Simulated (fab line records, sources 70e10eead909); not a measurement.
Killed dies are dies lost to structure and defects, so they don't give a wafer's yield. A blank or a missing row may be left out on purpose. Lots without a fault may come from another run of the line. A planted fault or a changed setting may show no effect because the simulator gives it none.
fab line records | flow nand_harc
record lots=11 wafers=33 last_day=32
route steps=1302 shown P_M0@267 P_M1@299 END@1302
lots that met no fault: from a run of the same line without faults
start_h: hours from the record's first day to the start of the lot's first wafer shown | wait_h: hours since the lot's step before | " the same as in the row above | L1.1+2: a row that stands for several wafers | - no value, or no start given | * or withheld: withheld | < > ~ a bound
route shown NAME@n: a module of which the file shows steps, and the number in the route of the first | usual: mean/standard deviation of fault-free wafers | same: alike in all rows | chamber/n: place in a boat | sites: the reading at each site | _std_site: their standard deviation | _edge_site: outer sites' mean less inner sites' | radius_mm: how far each site lies from the wafer's centre | mask NAME#n: copy n | behind: the tool/chamber that last shaped the wafer | hold: why the lot was held/for how many hours/how that ended | device: the transistor (n, p or np) that didn't switch | end of line: the same wafers' tests at the end of the route | a step without rows: its recipe alone | killed: dies lost to structure and defects at the first sort, not the wafer's yield | map: a wafer's dies, x killed, . not, _ none there
set.NAME: the setting as run; set.NAME@STEP: as run at that earlier step | model.NAME: the simulator's own value behind a step, which no gauge read
steps of the route over a sample of lots; a table a step, a row a wafer
services: from which hour (start_h, from the record's first day; less than 0 if before it) a tool's chamber was out of use, for how many hours, and why
## steps
# step NHARC_P_M0_ETCH_34
# recipe target_depth_a=400 overetch_a=120 time_s=43.94 ion_energy_ev=200 n2_flow_sccm=150 h2_flow_sccm=150 ar_flow_sccm=0 rf_w=400 bias_w=150 chemistry=N2/H2
# usual drypump_motor_current_A=5.8/0.44 n2_flow_sccm=150.0/0.48 oes_product_au=1.001/0.01 rf_vpp_V=430.7/2.5 run_length_s=65.2/0.53 showerhead_plenum_p_Torr=2.05/0.088 throttle_valve_pct=14.170/0.0091
# columns lot.wafer tool chamber start_h wait_h drypump_motor_current_A n2_flow_sccm oes_product_au rf_hours_counter_h rf_vpp_V run_length_s showerhead_plenum_p_Torr throttle_valve_pct
L805.2 rie_diel-08 2 124.64 0.1 5.6 149.7 1.012 34 431.8 64.8 2.08 14.156
L805.4 " 1 " " 5.9 150.5 0.992 35 425.8 65.3 1.89 14.168
L805.5 " 2 " " 5.6 149.6 1.001 - 433.1 64.9 2.08 14.165
L808.2 rie_diel-13 2 159.74 0.1 4.9 149.9 1.011 29 428.6 65.5 2.00 14.162
L808.1 " 3 " " 5.2 149.3 0.991 29 434.1 64.7 2.16 14.174
L808.5 " 2 " " 4.9 149.2 0.996 - 429.7 65.2 2.00 14.175
L810.3 rie_diel-08 3 182.82 0.1 5.8 150.8 0.998 53 425.6 65.1 1.88 14.149
L810.6 " 0 " " 6.2 149.8 0.999 - 431.5 65.2 2.09 14.164
L810.5 " 1 " " 5.9 149.9 0.991 - 425.5 65.1 1.88 14.161
L811.3 rie_diel-13 1 188.61 0.1 6.1 151.0 0.992 2 431.0 66.0 2.05 14.189
L811.1 " 2 " " 4.9 149.9 0.998 2 429.3 65.5 2.00 14.161
L811.2 " 3 " " 5.3 149.9 0.992 3 433.3 64.5 2.16 14.157
L816.3 rie_diel-08 2 240.03 0.1 5.6 150.0 1.001 11 430.8 65.0 2.07 14.160
L816.4 " 1 " " 5.9 150.2 0.986 12 433.8 65.1 2.21 14.179
L816.6 " 3 " " 5.8 150.2 0.988 - 434.6 65.2 2.22 14.173
L818.4 rie_diel-13 0 269.48 0.1 6.1 149.7 1.015 17 431.5 65.6 2.08 14.169
L818.1 " 1 " " 6.1 149.2 0.991 15 430.3 66.5 2.05 14.173
L818.5 " 2 " " 4.9 150.1 0.992 - 428.8 65.1 2.00 14.171
L819.3 rie_diel-04 0 270.15 0.2 6.2 149.9 1.006 36 426.3 65.2 1.90 14.172
L819.1 " 2 " " 5.6 150.8 0.998 27 427.1 64.3 1.91 14.161
L819.6 " 0 " " 6.2 150.2 1.005 - 426.5 65.5 1.90 14.173
L820.4 rie_diel-08 0 287.28 0.2 6.3 150.9 0.991 24 432.4 65.3 2.08 14.181
L820.3 " 1 " " 5.9 149.9 0.996 25 435.3 65.9 2.21 14.171
L820.5 " 2 " " 5.6 149.8 0.996 - 431.3 65.2 2.07 14.175
L822.3 rie_diel-13 0 296.73 0.1 6.1 149.8 1.019 22 430.7 66.2 2.07 14.180
L822.1 " 3 " " 5.3 149.4 0.999 22 433.8 64.5 2.16 14.169
L822.6 " 1 " " 6.1 150.0 0.989 - 430.6 66.2 2.04 14.184
L823.3 rie_diel-08 2 310.14 0.1 5.6 150.2 1.006 27 430.4 64.8 2.07 14.183
L823.5 " 1 " " 5.9 149.7 0.990 - 436.7 65.1 2.21 14.161
L823.4 " 0 " " 6.2 150.3 1.004 - 431.5 65.5 2.08 14.176
L825.3 rie_diel-13 0 330.20 0.1 6.1 150.0 1.022 27 432.5 65.5 2.07 14.185
L825.2 " 1 " " 6.1 150.4 1.004 25 430.8 66.3 2.04 14.163
L825.5 " 3 " " 5.3 150.1 1.005 - 432.4 64.5 2.15 14.171
# step NHARC_P_M0_CD_MEAS_16
# usual cd_nm=89.7/0.97
# columns lot.wafer tool chamber start_h wait_h cd_nm
L805.2 cd_sem-01 - 124.86 - 91.0
L805.4 " - " " 89.4
L805.5 " - " " 90.2
L808.1 cd_sem-03 - 159.96 - 89.3
L808.2 " - " " 89.8
L808.5 " - " " 89.8
L810.3 cd_sem-02 - 183.13 - 89.7
L810.5 " - " " 90.1
L810.6 " - " " 89.5
L811.1 cd_sem-03 - 188.83 - 90.4
L811.2 " - " " 90.0
L811.3 " - " " 89.5
L816.3 cd_sem-01 - 240.24 - 90.1
L816.4 " - " " 90.3
L816.6 " - " " 90.6
L818.1 cd_sem-01 - 269.68 - 89.3
L818.4 " - " " 89.1
L818.5 " - " " 89.4
L819.1 cd_sem-02 - 270.37 - 87.8
L819.3 " - " " 88.7
L819.6 " - " " 89.6
L820.3 cd_sem-03 - 287.52 - 91.2
L820.4 " - " " 90.1
L820.5 " - " " 90.7
L822.1 cd_sem-03 - 296.94 - 89.6
L822.3 " - " " 87.2
L822.6 " - " " 88.6
L823.3 cd_sem-02 - 310.37 - 90.6
L823.4 " - " " 91.1
L823.5 " - " " 90.2
L825.2 cd_sem-02 - 330.41 - 89.2
L825.3 " - " " 91.3
L825.5 " - " " 89.8
# step NHARC_P_M0_DEP_32
# recipe target_thk_a=300 temp_c=370 target_thk_nm=30 pressure_torr=3 flow_sccm=200 rf_w=450 material=SiCN
# usual chamber_pressure_Torr=3.001/0.0067 heater_power_w=551/76 showerhead_vpp_V=1308/57 susceptor_temp_C=370.00/0.22
# columns lot.wafer tool chamber start_h wait_h chamber_pressure_Torr heater_power_w showerhead_vpp_V susceptor_temp_C
L805.2 pecvd-04 2 127.27 0.1 3.009 524 1276 369.86
L805.4 " 0 " " 2.994 592 1315 370.10
L805.5 " 1 " " 3.008 626 1239 369.88
L808.2 pecvd-03 2 162.31 0.1 3.011 493 1368 369.88
L808.1 " 0 " " 3.000 624 1271 369.92
L808.5 " 0 " " 3.003 631 1265 370.02
L810.3 pecvd-01 2 185.48 0.1 2.998 448 1277 370.05
L810.5 " 2 " " 3.005 439 1274 370.01
L810.6 " 0 " " 2.995 525 1362 370.10
L811.2 pecvd-01 2 191.14 0.1 3.006 490 1276 369.73
L811.3 " 0 " " 2.992 522 1373 370.19
L811.1 " 1 " " 2.988 574 1255 370.52
L816.3 pecvd-01 0 242.56 0.1 3.002 548 1400 370.17
L816.6 " 0 " " 3.007 557 1379 369.93
L816.4 " 2 " " 3.011 456 1283 370.04
L818.1 pecvd-03 1 272.02 0.1 3.004 676 1386 369.97
L818.4 " 2 " " 3.001 457 1369 369.85
L818.5 " 0 " " 3.006 614 1247 370.24
L819.1 pecvd-01 0 272.69 0.1 2.995 592 1382 370.01
L819.3 " 1 " " 3.006 599 1273 369.91
L819.6 " 1 " " 3.002 599 1245 369.86
L820.3 pecvd-01 2 289.97 0.1 2.995 456 1291 370.03
L820.5 " 1 " " 2.997 513 1248 370.04
L820.4 " 2 " " 2.998 495 1287 370.30
L822.1 pecvd-03 1 299.26 0.1 2.981 749 1401 369.89
L822.3 " 0 " " 2.991 565 1274 369.80
L822.6 " 2 " " 3.006 469 1368 369.48
L823.3 pecvd-04 0 312.81 0.1 3.006 510 1303 370.19
L823.5 " 1 " " 2.999 634 1261 370.14
L823.4 " 2 " " 2.989 539 1286 369.66
L825.3 pecvd-01 1 332.74 0.1 2.994 657 1250 370.00
L825.2 " 0 " " 3.009 560 1379 369.66
L825.5 " 1 " " 3.005 643 1259 370.04
# step NHARC_P_M1_ETCH_35
# recipe target_depth_a=400 overetch_a=120 time_s=43.94 ion_energy_ev=200 n2_flow_sccm=150 h2_flow_sccm=150 ar_flow_sccm=0 rf_w=400 bias_w=150 chemistry=N2/H2
# usual drypump_motor_current_A=5.7/0.3 n2_flow_sccm=150.1/0.42 oes_product_au=1.005/0.01 rf_vpp_V=430.7/2.4 run_length_s=65.4/0.56 showerhead_plenum_p_Torr=2.05/0.083 throttle_valve_pct=14.171/0.0095
# columns lot.wafer tool chamber start_h wait_h drypump_motor_current_A n2_flow_sccm oes_product_au rf_hours_counter_h rf_vpp_V run_length_s showerhead_plenum_p_Torr throttle_valve_pct
L805.4 rie_diel-11 2 128.71 0.1 5.2 149.3 0.999 3 433.6 65.5 2.14 14.179
L805.2 " 3 " " 6.0 150.5 1.003 3 433.9 64.4 2.16 14.160
L805.5 " 1 " " 6.0 150.1 0.991 - 433.9 65.1 2.15 14.191
L808.1 rie_diel-05 0 163.79 0.1 5.5 150.6 1.005 7 430.3 64.7 2.00 14.169
L808.2 " 1 " " 6.0 150.2 1.002 6 428.3 65.2 1.98 14.172
L808.5 " 3 " " 5.4 150.4 1.010 - 428.2 66.0 1.99 14.173
L810.3 rie_diel-05 0 186.83 0.1 5.5 150.7 1.011 9 429.6 54.9 2.00 14.163
L810.6 " 3 " " 5.4 150.0 1.029 - 428.8 65.9 1.99 14.164
L810.5 " 0 " " 5.5 149.9 1.014 - 429.8 55.1 2.00 14.172
L811.3 rie_diel-11 3 192.52 0.1 6.0 150.8 1.017 10 434.5 64.7 2.15 14.172
L811.2 " 0 " " 5.5 150.2 1.012 10 431.4 65.0 2.06 14.179
L811.1 " 1 " " 6.0 150.1 1.014 9 432.4 65.3 2.15 14.173
L816.3 rie_diel-11 1 243.95 0.1 6.0 149.7 1.007 15 434.1 65.7 2.15 14.179
L816.4 " 3 " " 5.9 149.5 1.015 14 433.3 64.9 2.15 14.155
L816.6 " 1 " " 6.0 149.8 1.011 - 432.9 65.6 2.15 14.172
L818.1 rie_diel-11 3 273.51 0.1 6.0 149.8 0.984 1 434.1 64.6 2.15 14.163
L818.4 " 1 " " 6.0 149.2 0.999 1 433.2 65.3 2.15 14.173
L818.5 " 3 " " 6.0 150.3 0.996 - 432.2 64.8 2.15 14.171
L819.1 rie_diel-05 3 274.21 0.1 5.5 150.0 1.017 2 428.7 65.7 1.98 14.178
L819.3 " 0 " " 5.5 150.1 1.009 3 429.3 64.3 2.00 14.159
L819.6 " 3 " " 5.4 149.9 1.019 - 430.3 66.5 1.98 14.172
L820.3 rie_diel-05 3 291.41 0.1 5.5 149.9 1.020 5 428.6 65.8 1.98 14.175
L820.4 " 1 " " 6.0 150.1 0.999 4 428.5 65.2 1.98 14.165
L820.5 " 2 " " 5.8 150.4 1.005 - 427.1 66.5 1.92 14.152
L822.3 rie_diel-05 0 300.72 0.1 5.5 150.3 1.021 5 429.1 64.4 2.00 14.167
L822.1 " 1 " " 6.0 150.2 1.001 5 427.8 65.6 1.98 14.169
L822.6 " 0 " " 5.5 150.1 1.008 - 427.7 64.6 2.00 14.185
L823.3 rie_diel-05 2 314.22 0.1 5.8 149.7 1.010 6 427.4 66.3 1.92 14.181
L823.4 " 1 " " 6.0 149.8 1.007 - 428.7 65.4 1.98 14.173
L823.5 " 3 " " 5.5 150.6 1.009 - 429.4 65.6 1.98 14.171
L825.2 rie_diel-05 3 334.15 0.1 5.4 150.1 1.005 8 430.0 66.2 1.98 14.159
L825.3 " 0 " " 5.5 150.3 1.011 8 429.4 64.7 2.00 14.175
L825.5 " 3 " " 5.5 149.8 1.015 - 430.0 66.1 1.98 14.162
# step NHARC_END_SORT_01
# recipe temp_c=25
# usual defect_limited_yield=90.9/2.7 killed_at_array=57/19 killed_at_other=0.9/1.1 killed_at_periphery=4.0/2.6 killed_dies=62/19 killed_open=3.3/1.8 killed_short=2.4/1.7
# same gross_dies=677
# columns lot.wafer tool chamber start_h wait_h defect_limited_yield[%] killed_at_array killed_at_other killed_at_periphery killed_dies killed_open killed_short
L816.3 prober-02 0 688.43 3.1 91.1 53 1 6 60 2 0
L816.4 prober-02 0 689.23 3.4 92.8 45 0 4 49 3 0
L816.6 prober-02 0 690.82 4.0 91.9 45 1 9 55 5 1
L819.1 prober-02 0 710.92 2.5 87.3 83 1 2 86 2 4
L819.3 prober-02 0 712.50 3.1 88.0 79 1 1 81 2 1
L819.6 prober-02 0 714.86 3.9 88.2 76 0 4 80 7 2
L820.3 prober-01 0 723.80 3.1 91.6 51 1 5 57 2 2
L820.4 prober-01 0 724.59 3.4 92.3 44 2 6 52 5 3
L820.5 prober-01 0 725.39 3.7 91.7 47 4 5 56 5 2
L822.1 prober-02 0 726.52 2.5 94.8 29 2 4 35 2 3
L822.3 prober-02 0 728.14 3.1 89.7 66 2 2 70 1 4
L822.6 prober-02 0 730.58 4.1 89.5 65 1 5 71 4 2
L823.5 prober-01 0 753.65 3.7 88.0 73 2 6 81 4 2
L825.2 prober-02 0 771.58 2.8 94.5 33 0 4 37 4 0
L825.3 prober-02 0 772.39 3.1 93.8 37 1 4 42 2 1
L825.5 prober-02 0 774.02 3.8 94.2 38 0 1 39 4 2
# killed by level:class
L816.3 A_CHANNEL_HOLE_D1:chamber_film_flake=39 P_GATE:chamber_film_flake=6 A_STAIRCASE:chamber_film_flake=3 A_SLIT:chamber_film_flake=3 A_M0:chamber_film_flake=3 A_CHANNEL_FILL_D2:geometric_particle:open=1 A_M0:geometric_particle:open=1 A_ZERO_WELL:chamber_film_flake=1
L816.4 A_CHANNEL_HOLE_D1:chamber_film_flake=28 A_CONTACT:chamber_film_flake=5 A_WL_FILL:chamber_film_flake=4 P_GATE:chamber_film_flake=3 A_SLIT:chamber_film_flake=2 A_STAIRCASE:chamber_film_flake=2 A_CHANNEL_HOLE_D1:geometric_particle:open=1 A_DECK1_JOINT:geometric_particle:open=1
L816.6 A_CHANNEL_HOLE_D1:chamber_film_flake=26 P_GATE:chamber_film_flake=7 A_SLIT:chamber_film_flake=7 A_CHANNEL_HOLE_D2:chamber_film_flake=4 A_CONTACT:chamber_film_flake=3 A_ONON_D2:geometric_particle:open=2 P_GATE:geometric_particle:short=1 P_M1:geometric_particle:open=1
L819.1 A_CHANNEL_HOLE_D1:chamber_film_flake=29 A_SLIT:chamber_film_flake=27 A_CHANNEL_HOLE_D2:chamber_film_flake=14 A_M1:chamber_film_flake=4 A_CONTACT:chamber_film_flake=3 P_CONTACT:geometric_particle:short=1 P_CONTACT:geometric_particle:open=1 A_CHANNEL_FILL_D1:geometric_particle:open=1
L819.3 A_SLIT:chamber_film_flake=36 A_CHANNEL_HOLE_D1:chamber_film_flake=25 A_CHANNEL_HOLE_D2:chamber_film_flake=8 A_STAIRCASE:chamber_film_flake=3 A_CONTACT:chamber_film_flake=2 A_M1:chamber_film_flake=2 P_M0:geometric_particle:open=1 A_DECK1_JOINT:geometric_particle:short=1
L819.6 A_CHANNEL_HOLE_D1:chamber_film_flake=31 A_SLIT:chamber_film_flake=20 A_CHANNEL_HOLE_D2:chamber_film_flake=12 A_ONON_D2:geometric_particle:open=3 A_STAIRCASE:chamber_film_flake=2 A_CONTACT:chamber_film_flake=2 P_GATE:geometric_particle:short=1 P_CONTACT:geometric_particle:open=1
L820.3 A_CHANNEL_HOLE_D1:chamber_film_flake=38 P_CONTACT:chamber_film_flake=4 A_SLIT:chamber_film_flake=4 A_DECK1_JOINT:chamber_film_flake=2 A_WL_FILL:chamber_film_flake=2 P_M1:geometric_particle:open=1 A_SOURCE_PLATE:geometric_particle:open=1 A_CHANNEL_FILL_D2:geometric_particle:short=1
L820.4 A_CHANNEL_HOLE_D1:chamber_film_flake=24 P_M2:chamber_film_flake=5 A_CONTACT:chamber_film_flake=5 A_CHANNEL_FILL_D2:geometric_particle:open=2 A_WL_FILL:geometric_particle:open=2 A_CHANNEL_FILL_D1:chamber_film_flake=2 A_STAIRCASE:chamber_film_flake=2 A_SGD_CUT:chamber_film_flake=2
L820.5 A_CHANNEL_HOLE_D1:chamber_film_flake=29 A_SLIT:chamber_film_flake=6 THIN_TSV:chamber_film_flake=4 A_CONTACT:chamber_film_flake=3 P_CONTACT:chamber_film_flake=2 P_GATE:geometric_particle:open=1 A_SOURCE_PLATE:geometric_particle:open=1 A_CHANNEL_FILL_D1:geometric_particle:open=1
L822.1 A_SLIT:chamber_film_flake=12 A_CHANNEL_HOLE_D2:chamber_film_flake=7 A_CONTACT:chamber_film_flake=4 A_CHANNEL_HOLE_D1:chamber_film_flake=2 P_GATE:geometric_particle:open=1 P_CONTACT:geometric_particle:short=1 P_M0:geometric_particle:open=1 A_CHANNEL_FILL_D2:geometric_particle:short=1
L822.3 A_SLIT:chamber_film_flake=31 A_CHANNEL_HOLE_D1:chamber_film_flake=13 A_CHANNEL_HOLE_D2:chamber_film_flake=9 A_STAIRCASE:chamber_film_flake=3 A_CONTACT:chamber_film_flake=3 A_WL_FILL:geometric_particle:short=2 P_ZERO_WELL:chamber_film_flake=2 A_CHANNEL_FILL_D1:chamber_film_flake=2
L822.6 A_CHANNEL_HOLE_D2:chamber_film_flake=23 A_SLIT:chamber_film_flake=19 A_CHANNEL_HOLE_D1:chamber_film_flake=8 P_ZERO_WELL:chamber_film_flake=4 A_CHANNEL_FILL_D2:chamber_film_flake=2 A_CONTACT:chamber_film_flake=2 A_M1:chamber_film_flake=2 A_ONON_D1:geometric_particle:short=1
L823.5 A_CHANNEL_HOLE_D1:chamber_film_flake=28 A_SLIT:chamber_film_flake=13 A_CHANNEL_HOLE_D2:chamber_film_flake=8 A_CONTACT:chamber_film_flake=8 P_BONDPAD:chamber_film_flake=4 A_STAIRCASE:chamber_film_flake=4 A_WL_FILL:chamber_film_flake=3 A_CHANNEL_FILL_D1:chamber_film_flake=2
L825.2 A_CHANNEL_HOLE_D1:chamber_film_flake=20 A_CONTACT:chamber_film_flake=7 A_SLIT:chamber_film_flake=3 P_GATE:geometric_particle:open=1 P_CONTACT:geometric_particle:open=1 A_CHANNEL_FILL_D1:geometric_particle:open=1 A_SGD_CUT:geometric_particle:open=1 P_STI:chamber_film_flake=1
L825.3 A_CHANNEL_HOLE_D1:chamber_film_flake=19 A_CONTACT:chamber_film_flake=8 A_SLIT:chamber_film_flake=5 P_M0:geometric_particle:open=1 A_CHANNEL_FILL_D2:geometric_particle:open=1 A_M0:geometric_particle:short=1 P_STI:chamber_film_flake=1 P_CONTACT:chamber_film_flake=1
L825.5 A_CHANNEL_HOLE_D1:chamber_film_flake=15 A_CONTACT:chamber_film_flake=9 A_SLIT:chamber_film_flake=5 P_CONTACT:geometric_particle:open=1 A_DECK1_JOINT:geometric_particle:open=1 A_ONON_D2:geometric_particle:short=1 A_CHANNEL_FILL_D2:geometric_particle:open=1 A_M0:geometric_particle:short=1
## services
# columns tool chamber start_h hours kind
rie_diel-05 1 105.59 5.0 repair
rie_diel-11 3 111.33 5.3 repair
rie_diel-08 2 128.65 1.8 repair
pecvd-01 - 130.00 13.0 pm
rie_diel-13 3 137.18 1.7 repair
rie_diel-08 0 146.40 16.3 repair
rie_diel-11 0 163.10 4.2 repair
rie_diel-13 - 165.00 9.0 pm
rie_diel-11 2 170.81 4.5 repair
rie_diel-05 3 181.03 4.7 repair
pecvd-03 - 185.18 13.0 pm
rie_diel-08 - 190.95 9.0 pm
rie_diel-13 2 206.97 4.5 repair
rie_diel-08 3 215.73 8.8 repair
pecvd-01 - 216.90 0.4 repair
pecvd-04 - 218.42 5.1 repair
rie_diel-05 - 229.60 9.0 pm
rie_diel-11 - 255.50 9.0 pm
rie_diel-13 0 297.15 2.9 repair
rie_diel-08 3 307.84 15.6 repair
rie_diel-05 0 308.75 11.0 repair
pecvd-01 - 311.00 13.0 pm
rie_diel-05 1 322.31 14.9 repair
pecvd-03 2 327.96 6.3 repair
## key
first_sign step=NHARC_P_M1_ETCH_35 reading=run_length_s direction=down sigmas=18 usual=* struck=*
effect none on later readings
met_at NHARC_P_M1_ETCH_35
struck_lots L810
struck_wafers L810.3,L810.5
not_acting_at NHARC_P_M0_ETCH_34,NHARC_P_M0_CD_MEAS_16,NHARC_P_M0_DEP_32
onset_between 163.79 186.83
fault kind=process_parameter_drift tool=rie_diel-05 chamber=0 onset_h=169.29 steps=NHARC_P_M1_ETCH_35 channel=time_s offset=* shape=step end_h=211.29 acts_in=* stated=*
